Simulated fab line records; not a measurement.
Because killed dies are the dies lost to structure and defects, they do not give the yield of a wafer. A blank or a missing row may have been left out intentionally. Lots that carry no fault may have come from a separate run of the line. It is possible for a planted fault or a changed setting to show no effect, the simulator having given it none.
fab line records | flow nand-harc
record lots=12 | wafers=36 | last-day=31
route steps=1302 shown A_CHANNEL_FILL_D1@507 A_DECK1_JOINT@542
lots that met no fault: taken from a fault-free run of the same line
start-h: the number of hours between the record's first day and the start of the first shown wafer of the lot | wait-h: how many hours have passed since the lot's step before this one | " repeats the value in the row above | L1.1+2: a row that stands for several wafers | - either no value or no given start | * or withheld: withheld | < > ~ a bound
route shown NAME@n: NAME is a module with steps in the file, n the number in the route of the first one | usual: mean/standard deviation of fault-free wafers | same: alike in all rows | chamber/n: place in a boat | sites: each site's reading | _std_site: their standard deviation | _edge_site: inner sites' mean taken away from outer sites' mean | radius-mm: for every site, how far away it sits from the centre of the wafer | mask NAME#n: copy n | behind: the most recent tool/chamber to have shaped the wafer | hold: why the lot went on hold/how many hours it stayed there/how the hold came to an end | device: the n, p or np transistor that did not switch | end of line: the route-end tests of the same wafers | a step given without rows: its recipe and nothing more | killed: the dies lost at the first sort to structure and to defects; this is not the yield of the wafer | map: the dies of a wafer, with x for killed, . for not killed, _ for no die there
set.NAME: the setting the step ran with; set.NAME@STEP: the setting that earlier step ran with | model.NAME: the simulator's own value behind a step, which no gauge read
route steps across a sampled set of lots; one table per step, one row per wafer
services: from which hour (start-h, from the record's first day; less than 0 if before it) a tool's chamber was out of use, for how many hours, and why
## steps
# step NHARC_A_CHANNEL_FILL_D1_ALD_25
# recipe target-thk-a=600 | pulse-time-s=10 | ald-cycles=600 | temp-c=300 | material=SiOx
# usual heater-power-w=478/36 | precursor-pulse-height-rel=1.001/0.02
# same pulse-time-s=10
lot.wafer | tool      | chamber | start-h | wait-h | heater-power-w | precursor-pulse-height-rel
L963.4    | ald-hk-04 | 3       | 231.83  | 0.1    | 511            | 0.954
L963.3    | "         | 2       | 233.69  | 1.9    | 463            | 1.012
L963.5    | "         | 0       | 234.93  | 3.2    | 509            | 0.986
L966.2    | ald-hk-03 | 2       | 258.81  | 1.3    | 483            | 0.995
L966.4    | "         | 3       | 260.04  | 2.5    | 552            | 0.975
L966.3    | "         | 0       | 261.28  | 3.8    | 461            | 0.970
L968.4    | ald-hk-04 | 3       | 282.68  | 0.1    | 505            | 0.964
L968.3    | "         | 0       | "       | "      | 506            | 1.044
L968.1    | "         | 1       | "       | "      | 436            | 0.998
L969.1    | ald-hk-04 | 0       | 289.61  | 0.1    | 502            | 1.012
L969.4    | "         | 2       | 290.83  | 1.3    | 461            | 0.988
L969.2    | "         | 3       | "       | "      | 518            | 0.971
L970.2    | ald-hk-03 | 2       | 297.15  | 0.1    | 502            | 0.993
L970.3    | "         | 3       | "       | "      | 566            | 1.020
L970.6    | "         | 2       | 299.60  | 2.5    | 500            | 1.009
L971.3    | ald-hk-04 | 2       | 314.63  | 1.3    | 460            | 0.954
L971.2    | "         | 3       | "       | "      | 508            | 0.967
L971.5    | "         | 1       | 316.50  | 3.2    | 440            | 0.969
L973.2    | ald-hk-04 | 3       | 327.55  | 0.1    | 522            | 1.023
L973.3    | "         | 2       | 329.41  | 1.9    | 470            | 1.007
L973.5    | "         | 3       | "       | "      | 507            | 1.043
L974.2    | ald-hk-02 | 2       | 337.43  | 0.1    | 495            | 1.002
L974.5    | "         | 2       | 339.93  | 2.6    | 496            | 1.027
L974.6    | "         | 3       | "       | "      | 437            | 1.029
L978.4    | ald-hk-02 | 2       | 369.00  | 0.0    | 507            | 0.974
L978.5    | "         | 2       | 371.47  | 2.5    | 527            | 0.999
L978.6    | "         | 3       | "       | "      | 423            | 1.029
L979.3    | ald-hk-03 | 2       | 390.28  | 0.1    | 519            | 0.986
L979.1    | "         | 1       | 394.00  | 3.8    | 487            | 0.993
L979.5    | "         | 2       | 395.24  | 5.0    | 500            | 1.013
L980.1    | ald-hk-02 | 2       | 398.38  | 0.7    | 513            | 1.005
L980.6    | "         | 1       | 400.24  | 2.5    | 443            | 1.021
L980.5    | "         | 2       | "       | "      | 508            | 1.002
L981.2    | ald-hk-04 | 1       | 410.55  | 1.9    | 435            | 0.995
L981.6    | "         | 2       | "       | "      | 465            | 0.979
L981.5    | "         | 3       | "       | "      | 509            | 1.022
# step NHARC_A_CHANNEL_FILL_D1_ETCHBACK_08
# recipe target-depth-a=2200 | time-s=110 | c4f8-flow-sccm=20 | ar-flow-sccm=withheld | rf-w=600 | bias-w=300 | chemistry=C4F8
# usual oes-product-au=0.95/0.036 | rf-vpp-V=440.0/2.3
lot.wafer | tool        | chamber | start-h | wait-h | oes-product-au | rf-hours-counter-h | rf-vpp-V
L963.4    | rie-diel-04 | 1       | -       | -      | 0.94           | 3.0                | 445.1
L963.3    | "           | 3       | "       | "      | 0.93           | 3.2                | 439.1
L963.5    | "           | 0       | "       | "      | 0.95           | -                  | 441.3
L966.4    | rie-diel-12 | 1       | -       | -      | 0.93           | 9.1                | 440.7
L966.2    | "           | 3       | "       | "      | 0.92           | 8.0                | 441.3
L966.3    | "           | 0       | "       | "      | 0.90           | 8.8                | 439.1
L968.1    | rie-diel-12 | 2       | -       | -      | 1.01           | 0.1                | 441.0
L968.4    | "           | 3       | "       | "      | 0.99           | 0.1                | 441.6
L968.3    | "           | 1       | "       | "      | 1.03           | 0.2                | 443.7
L969.2    | rie-diel-12 | 1       | -       | -      | 0.95           | 0.2                | 442.6
L969.1    | "           | 2       | "       | "      | 0.94           | 0.2                | 441.8
L969.4    | "           | 3       | "       | "      | 0.91           | 0.2                | 441.6
L970.2    | rie-diel-12 | 2       | -       | -      | 0.94           | 1.0                | 439.1
L970.3    | "           | 1       | "       | "      | 0.95           | 1.0                | 444.4
L970.6    | "           | 2       | "       | "      | 0.95           | -                  | 441.2
L971.2    | rie-diel-04 | 0       | -       | -      | 0.94           | 9.4                | 439.5
L971.3    | "           | 3       | "       | "      | 0.93           | 8.9                | 437.2
L971.5    | "           | 2       | "       | "      | 0.92           | -                  | 437.6
L973.3    | rie-diel-12 | 2       | -       | -      | 0.98           | 2.7                | 438.1
L973.2    | "           | 0       | "       | "      | 0.95           | 2.3                | 438.8
L973.5    | "           | 1       | "       | "      | 0.98           | -                  | 441.6
L974.2    | rie-diel-04 | 0       | -       | -      | 0.93           | 10.2               | 439.1
L974.6    | "           | 1       | "       | "      | 0.91           | -                  | 446.5
L974.5    | "           | 2       | "       | "      | 0.90           | -                  | 439.1
L978.4    | rie-diel-12 | 0       | -       | -      | 0.93           | -                  | 439.1
L978.6    | "           | 1       | "       | "      | 0.97           | -                  | 442.6
L978.5    | "           | 3       | "       | "      | 0.92           | -                  | 440.5
L979.3    | rie-diel-06 | 3       | -       | -      | 1.01           | 5.3                | 442.0
L979.1    | "           | 1       | "       | "      | 0.99           | 5.1                | 437.2
L979.5    | "           | 2       | "       | "      | 1.01           | -                  | 438.1
L980.1    | rie-diel-06 | 0       | -       | -      | 1.00           | 4.6                | 438.8
L980.5    | "           | 1       | "       | "      | 0.99           | -                  | 437.1
L980.6    | "           | 2       | "       | "      | 1.02           | -                  | 437.5
L981.2    | rie-diel-06 | 2       | -       | -      | 0.94           | 5.9                | 439.4
L981.6    | "           | 3       | "       | "      | 0.93           | -                  | 441.5
L981.5    | "           | 0       | "       | "      | 0.91           | -                  | 439.1
# step NHARC_A_CHANNEL_FILL_D1_CMP_10
# recipe target-thk-nm=150
# usual motor-current-A=12.1/1.1 | time-to-endpoint-s=14.8/2.5
lot.wafer | tool   | chamber | start-h | wait-h | motor-current-A | time-to-endpoint-s
L963.3    | cmp-04 | 3       | 243.18  | 0.4    | 12.1            | 16.9
L963.4    | "      | 1       | "       | "      | 12.2            | 13.9
L963.5    | "      | 3       | "       | "      | 11.7            | 15.8
L966.4    | cmp-02 | 1       | 272.75  | 0.4    | 13.0            | 11.9
L966.3    | "      | 2       | "       | "      | 11.3            | 12.5
L966.2    | "      | 0       | "       | "      | 11.7            | 15.9
L968.1    | cmp-02 | 3       | 294.10  | 0.4    | 11.1            | 14.0
L968.3    | "      | 0       | "       | "      | 11.4            | 19.0
L968.4    | "      | 1       | "       | "      | 13.5            | 13.8
L969.2    | cmp-03 | 3       | 300.99  | 0.4    | 13.6            | 12.1
L969.1    | "      | 0       | "       | "      | 10.8            | 16.4
L969.4    | "      | 1       | "       | "      | 10.9            | 10.3
L970.3    | cmp-02 | 3       | 308.62  | 0.4    | 11.5            | 11.4
L970.2    | "      | 2       | "       | "      | 11.7            | 13.1
L970.6    | "      | 0       | "       | "      | 11.5            | 17.3
L971.2    | cmp-02 | 3       | 324.68  | 0.4    | 11.4            | 12.4
L971.3    | "      | 1       | "       | "      | 13.8            | 11.4
L971.5    | "      | 0       | "       | "      | 11.7            | 16.8
L973.2    | cmp-02 | 2       | 338.86  | 0.4    | 11.8            | 15.3
L973.3    | "      | 3       | "       | "      | 11.4            | 11.9
L973.5    | "      | 2       | "       | "      | 11.5            | 12.2
L974.2    | cmp-02 | 2       | 348.77  | 0.4    | 11.3            | 14.1
L974.6    | "      | 2       | "       | "      | 11.2            | 14.3
L974.5    | "      | 3       | "       | "      | 11.5            | 10.3
L978.4    | cmp-02 | 0       | 380.25  | 0.4    | 11.5            | 15.8
L978.6    | "      | 3       | "       | "      | 10.9            | 13.8
L978.5    | "      | 0       | "       | "      | 11.8            | 17.6
L979.3    | cmp-03 | 0       | 405.37  | 0.4    | 10.5            | 16.8
L979.1    | "      | 1       | "       | "      | 11.6            | 13.1
L979.5    | "      | 3       | "       | "      | 13.5            | 17.5
L980.1    | cmp-03 | 2       | 409.26  | 0.4    | 11.5            | 12.2
L980.5    | "      | 2       | "       | "      | 10.9            | 13.2
L980.6    | "      | 3       | "       | "      | 13.3            | 16.2
L981.2    | cmp-03 | 0       | 420.20  | 0.4    | 10.2            | 15.4
L981.6    | "      | 3       | "       | "      | 13.6            | 14.8
L981.5    | "      | 0       | "       | "      | 10.7            | 15.6
# step NHARC_A_DECK1_JOINT_DEP_16
# recipe target-thk-a=450 | temp-c=400 | pressure-torr=6.5 | rf-w=900 | teos-flow-sccm=161.4 | flow-sccm=2650 | target-thk-nm=45 | gas=O2 | material=SiO2
# usual heater-power-w=581/72 | throttle-valve-pct=15.9/0.67
lot.wafer | tool     | chamber | start-h | wait-h | heater-power-w | throttle-valve-pct
L963.3    | pecvd-02 | 2       | 280.08  | 0.1    | 541            | 14.4
L963.5    | "        | 2       | "       | "      | 555            | 14.9
L963.4    | "        | 1       | "       | "      | 535            | 16.8
L966.3    | pecvd-03 | 1       | 313.96  | 0.1    | 605            | 16.4
L966.2    | "        | 2       | "       | "      | 549            | 15.8
L966.4    | "        | 1       | "       | "      | 589            | 16.6
L968.1    | pecvd-03 | 0       | 331.09  | 0.1    | 587            | 16.0
L968.3    | "        | 1       | "       | "      | 655            | 16.7
L968.4    | "        | 0       | "       | "      | 595            | 16.0
L969.2    | pecvd-03 | 2       | 337.14  | 0.3    | 668            | 16.1
L969.1    | "        | 0       | "       | "      | 565            | 15.8
L969.4    | "        | 2       | "       | "      | 657            | 15.8
L970.2    | pecvd-01 | 2       | 343.55  | 0.1    | 532            | 15.4
L970.3    | "        | 1       | "       | "      | 569            | 14.9
L970.6    | "        | 0       | "       | "      | 634            | 14.9
L971.2    | pecvd-03 | 1       | 358.84  | 0.2    | 645            | 16.8
L971.3    | "        | 0       | "       | "      | 623            | 16.0
L971.5    | "        | 2       | "       | "      | 648            | 15.8
L973.2    | pecvd-02 | 0       | 371.44  | 0.1    | 560            | 16.2
L973.3    | "        | 1       | "       | "      | 460            | 16.7
L973.5    | "        | 0       | "       | "      | 565            | 16.4
L974.2    | pecvd-02 | 0       | 390.20  | 0.1    | 553            | 16.1
L974.6    | "        | 1       | "       | "      | 538            | 16.9
L974.5    | "        | 2       | "       | "      | 680            | 14.8
L978.6    | pecvd-03 | 0       | 418.20  | 0.2    | 553            | 15.7
L978.5    | "        | 1       | "       | "      | 635            | 16.4
L978.4    | "        | 2       | "       | "      | 659            | 15.7
L980.1    | pecvd-03 | 2       | 445.81  | 0.1    | 555            | 15.7
L980.6    | "        | 2       | "       | "      | 561            | 15.9
L980.5    | "        | 1       | "       | "      | 632            | 16.9
L979.3    | pecvd-01 | 2       | 445.84  | 0.1    | 537            | 15.6
L979.1    | "        | 0       | "       | "      | 740            | 15.1
L979.5    | "        | 2       | "       | "      | 529            | 15.8
L981.2    | pecvd-03 | 2       | 459.25  | 0.2    | 671            | 15.9
L981.6    | "        | 1       | "       | "      | 512            | 16.6
L981.5    | "        | 0       | "       | "      | 578            | 15.6
# step NHARC_A_DECK1_JOINT_THK_MEAS_17
# recipe thk-meas-gauge=ellipsometry
# usual thk-nm=45.0/1.2
lot.wafer | tool          | chamber | start-h | wait-h | thk-nm
L963.3    | film-metro-02 | -       | 280.36  | 0.3    | 43.7
L963.4    | "             | -       | "       | "      | 44.4
L963.5    | "             | -       | "       | "      | 48.0
L966.2    | film-metro-02 | -       | 314.21  | 0.2    | 44.7
L966.3    | "             | -       | "       | "      | 47.3
L966.4    | "             | -       | "       | "      | 45.9
L968.1    | film-metro-02 | -       | 331.34  | 0.2    | 43.7
L968.3    | "             | -       | "       | "      | 46.4
L968.4    | "             | -       | "       | "      | 44.1
L969.1    | film-metro-01 | -       | 337.42  | 0.2    | 43.7
L969.2    | "             | -       | "       | "      | 44.9
L969.4    | "             | -       | "       | "      | 46.3
L970.2    | film-metro-01 | -       | 343.83  | 0.3    | 45.1
L970.3    | "             | -       | "       | "      | 44.6
L970.6    | "             | -       | "       | "      | 45.4
L971.2    | film-metro-01 | -       | 359.12  | 0.2    | 46.1
L971.3    | "             | -       | "       | "      | 44.5
L971.5    | "             | -       | "       | "      | 46.1
L973.2    | film-metro-01 | -       | 371.72  | 0.3    | 43.6
L973.3    | "             | -       | "       | "      | 42.6
L973.5    | "             | -       | "       | "      | 43.0
L974.2    | film-metro-01 | -       | 390.48  | 0.3    | 45.5
L974.5    | "             | -       | "       | "      | 47.3
L974.6    | "             | -       | "       | "      | 45.3
L978.4    | film-metro-02 | -       | 418.39  | 0.1    | 46.2
L978.5    | "             | -       | "       | "      | 45.1
L978.6    | "             | -       | "       | "      | 45.3
L980.1    | film-metro-02 | -       | 446.09  | 0.3    | 51.9
L980.5    | "             | -       | "       | "      | 52.8
L980.6    | "             | -       | "       | "      | 52.6
L979.1    | film-metro-01 | -       | 446.10  | 0.2    | 44.4
L979.3    | "             | -       | "       | "      | 43.9
L979.5    | "             | -       | "       | "      | 45.4
L981.2    | film-metro-02 | -       | 459.50  | 0.2    | 52.8
L981.5    | "             | -       | "       | "      | 52.5
L981.6    | "             | -       | "       | "      | 50.4
## services
tool        | chamber | start-h | hours | kind
cmp-02      | -       | 210.22  | 0.3   | repair
rie-diel-12 | 1       | 223.59  | 8.1   | repair
cmp-02      | -       | 232.61  | 4.0   | pm
cmp-02      | -       | 242.00  | 2.8   | repair
pecvd-03    | -       | 242.20  | 1.4   | repair
rie-diel-12 | 3       | 248.86  | 5.6   | repair
ald-hk-04   | -       | 257.87  | 10.0  | pm
cmp-02      | -       | 262.85  | 7.0   | repair
rie-diel-12 | -       | 268.40  | 9.0   | pm
rie-diel-12 | 3       | 295.81  | 9.3   | repair
cmp-02      | -       | 310.88  | 1.4   | repair
cmp-02      | -       | 318.94  | 1.5   | repair
cmp-02      | -       | 330.61  | 4.0   | pm
rie-diel-12 | 0       | 341.12  | 5.4   | repair
cmp-02      | -       | 345.15  | 0.8   | repair
pecvd-03    | 1       | 364.90  | 9.4   | repair
rie-diel-12 | 2       | 366.27  | 14.8  | repair
pecvd-03    | -       | 366.35  | 13.0  | pm
pecvd-03    | 2       | 394.01  | 7.8   | repair
cmp-02      | -       | 403.81  | 63.6  | repair
rie-diel-12 | 0       | 413.06  | 14.9  | repair
pecvd-03    | 2       | 425.83  | 13.8  | repair
ald-hk-04   | -       | 435.87  | 10.0  | pm
rie-diel-12 | -       | 445.40  | 9.0   | pm
## key
first-sign step=NHARC_A_DECK1_JOINT_THK_MEAS_17 | reading=thk-nm | direction=up | sigmas=5.8 | usual=45.0 | struck=52.2
effect none on later readings
met-at NHARC_A_DECK1_JOINT_DEP_16
struck-lots L980,L981
tester-left-out L980,L981
not-acting-at NHARC_A_CHANNEL_FILL_D1_ALD_25,NHARC_A_CHANNEL_FILL_D1_ETCHBACK_08,NHARC_A_CHANNEL_FILL_D1_CMP_10
onset-between 418.20 445.81
fault kind=process-parameter-drift | tool=pecvd-03 | chamber=- | onset-h=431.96 | steps=NHARC_A_DECK1_JOINT_DEP_16 | channel=target-thk-nm | offset=6.8346 | shape=step | end-h=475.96 | acts-in=these-recipes-only | stated=45
# tester-left-out: of these lots the tester's yield and bins aren't shown, on N5 and GAA mostly nor the transistor test; their killed dies are dies lost to structure and defects alone, not to doping, threshold or leakage, so they don't give the yield
